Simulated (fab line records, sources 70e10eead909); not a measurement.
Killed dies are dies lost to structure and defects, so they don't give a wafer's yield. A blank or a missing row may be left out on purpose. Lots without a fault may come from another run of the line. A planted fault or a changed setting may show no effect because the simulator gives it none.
Which tool did it? | flow nand_harc | 24 lots, 72 wafers sampled, at 2 steps of a route of 1302

WHAT THE GAUGES READ, wafer by wafer
NHARC_P_CONTACT_OVL_MEAS_13.
lot  | measured     | on         | overlay_x_nm (nm) | overlay_y_nm (nm)
L074 | day 6 01:34  | overlay-01 | 0.8 0.6 0.2       | -0.9 -0.5 -1.1
L075 | day 6 06:02  | overlay-01 | -0.3 0.3 -0.5     | 0.6 0.5 0.3
L076 | day 6 15:19  | overlay-02 | 0.3 0.4 0.6       | -0.3 0.6 0.1
L077 | day 7 02:01  | overlay-01 | -0.3 0.5 -0.1     | -0.8 -0.8 -0.4
L078 | day 7 20:13  | overlay-02 | 0.8 1.0 1.5       | 1.1 0.6 0.6
L079 | day 7 23:11  | overlay-02 | 0.5 0.4 0.8       | -0.2 0.3 -0.1
L080 | day 8 11:28  | overlay-02 | -1.3 -1.2 -1.4    | 0.3 0.7 0.4
L081 | day 8 18:03  | overlay-02 | -0.4 -0.4 -0.5    | 0.7 1.4 0.7
L082 | day 9 09:49  | overlay-01 | -0.4 0.0 -0.5     | 0.0 -0.3 0.1
L083 | day 9 10:13  | overlay-02 | 0.5 0.5 1.0       | -0.5 -0.7 -0.8
L084 | day 10 06:24 | overlay-02 | -0.8 -1.3 -1.0    | -1.0 -0.3 -0.1
L085 | day 10 18:30 | overlay-01 | 0.7 0.8 0.7       | -0.6 -0.8 -0.5
L086 | day 10 20:38 | overlay-02 | 0.9 0.9 1.4       | -0.6 -0.5 -0.5
L087 | day 11 06:49 | overlay-02 | 0.1 0.1 0.5       | -1.7 -1.9 -2.1
L089 | day 11 22:04 | overlay-02 | 0.6 -0.2 0.5      | 1.4 1.1 1.7
L088 | day 11 23:11 | overlay-02 | -0.6 -0.5 -0.4    | -1.3 -1.3 -0.4
L090 | day 12 22:04 | overlay-02 | 0.0 0.1 0.1       | 0.8 0.8 0.5
L091 | day 13 00:10 | overlay-01 | 0.0 0.0 0.0       | -1.1 -1.7 -1.1
L092 | day 13 17:45 | overlay-02 | 0.4 0.1 -0.2      | -1.6 -1.2 -1.3
L093 | day 14 02:07 | overlay-01 | -0.3 0.1 -0.1     | 0.9 1.0 0.7
L095 | day 14 12:37 | overlay-02 | -0.2 0.1 0.2      | 0.1 0.0 0.6
L094 | day 14 13:31 | overlay-02 | -1.1 -0.3 -0.5    | -0.9 -1.7 -1.2
L096 | day 14 23:19 | overlay-02 | -0.4 0.0 0.0      | 0.0 0.0 0.1
L097 | day 15 13:24 | overlay-02 | 0.9 0.5 0.4       | 0.8 1.1 1.3

WHICH TOOL RAN EACH LOT (tool, then ch and the chambers of the sampled wafers, then the start)
lot  | NHARC_P_CONTACT_DEP_30
L074 | pecvd-01 ch 0,1, day 5 23:56
L075 | pecvd-03 ch 0,1,2, day 6 04:25
L076 | pecvd-04 ch 0,1,2, day 6 13:41
L077 | pecvd-03 ch 0,1,2, day 7 00:28
L078 | pecvd-03 ch 0,1,2, day 7 18:50
L079 | pecvd-01 ch 1,2, day 7 21:46
L080 | pecvd-03 ch 1,2, day 8 09:56
L081 | pecvd-01 ch 0,1, day 8 16:32
L082 | pecvd-04 ch 0,1, day 9 08:11
L083 | pecvd-01 ch 0,1,2, day 9 08:35
L084 | pecvd-03 ch 0,1,2, day 10 04:56
L085 | pecvd-03 ch 0,2, day 10 16:55
L086 | pecvd-03 ch 0,1,2, day 10 19:08
L087 | pecvd-03 ch 0,1,2, day 11 05:18
L089 | pecvd-01 ch 0,1, day 11 20:38
L088 | pecvd-04 ch 1,2, day 11 21:23
L090 | pecvd-01 ch 1,2, day 12 20:26
L091 | pecvd-04 ch 1,2, day 12 22:17
L092 | pecvd-04 ch 1,2, day 13 16:17
L093 | pecvd-03 ch 0,1,2, day 14 00:29
L095 | pecvd-04 ch 0,1, day 14 11:07
L094 | pecvd-03 ch 0,2, day 14 11:53
L096 | pecvd-01 ch 0,2, day 14 21:43
L097 | pecvd-04 ch 1,2, day 15 11:56
- NHARC_P_CONTACT_DEP_30: deposits SiNx, target thk 30 nm.

WHAT THE TOOLS THEMSELVES READ (means of the sampled wafers that have a number; where no wafer has one, the mark that the record gives instead)
NHARC_P_CONTACT_DEP_30.
lot  | tool     | heater_power_outer_w (W) | heater_power_w (W)
L074 | pecvd-01 | 404                      | 626
L075 | pecvd-03 | 439                      | 678
L076 | pecvd-04 | 419                      | 713
L077 | pecvd-03 | 440                      | 696
L078 | pecvd-03 | 448                      | 696
L079 | pecvd-01 | 445                      | 689
L080 | pecvd-03 | 419                      | 678
L081 | pecvd-01 | 430                      | 680
L082 | pecvd-04 | 435                      | 709
L083 | pecvd-01 | 396                      | 618
L084 | pecvd-03 | 437                      | 672
L085 | pecvd-03 | 514                      | 751
L086 | pecvd-03 | 439                      | 669
L087 | pecvd-03 | 399                      | 626
L089 | pecvd-01 | 439                      | 698
L088 | pecvd-04 | 336                      | 582
L090 | pecvd-01 | 437                      | 677
L091 | pecvd-04 | 413                      | 690
L092 | pecvd-04 | 344                      | 604
L093 | pecvd-03 | 461                      | 716
L095 | pecvd-04 | 407                      | 689
L094 | pecvd-03 | 462                      | 721
L096 | pecvd-01 | 462                      | 705
L097 | pecvd-04 | 341                      | 598

THE ANSWER, worked out from the rows above alone
Rule: what is usual is taken from the lots themselves. Put in order of their means at a reading, lots are off if they are a third of the lots or fewer, leave a main group of 4 or more, and stand apart from it by a gap of 3 or more times the standard deviation of the main group's means; of several such gaps the widest counts. A main group whose means are all the same, to the digits that the tables above print for the reading, isn't used. A lot without any number at a reading at which 4 lots or more have one is off too. The other lots that the step has rows for count as sound. The gauges are gone through in route order, then the tools' own readings, and for those a lot's mean is taken as printed above. The first step at which some lot is off is used, and at that step the reading that is off furthest; a lot without a number counts as furthest.
No lot is off at any reading shown: from this, nothing can be told.

WHAT THE SIMULATOR HAD PUT IN
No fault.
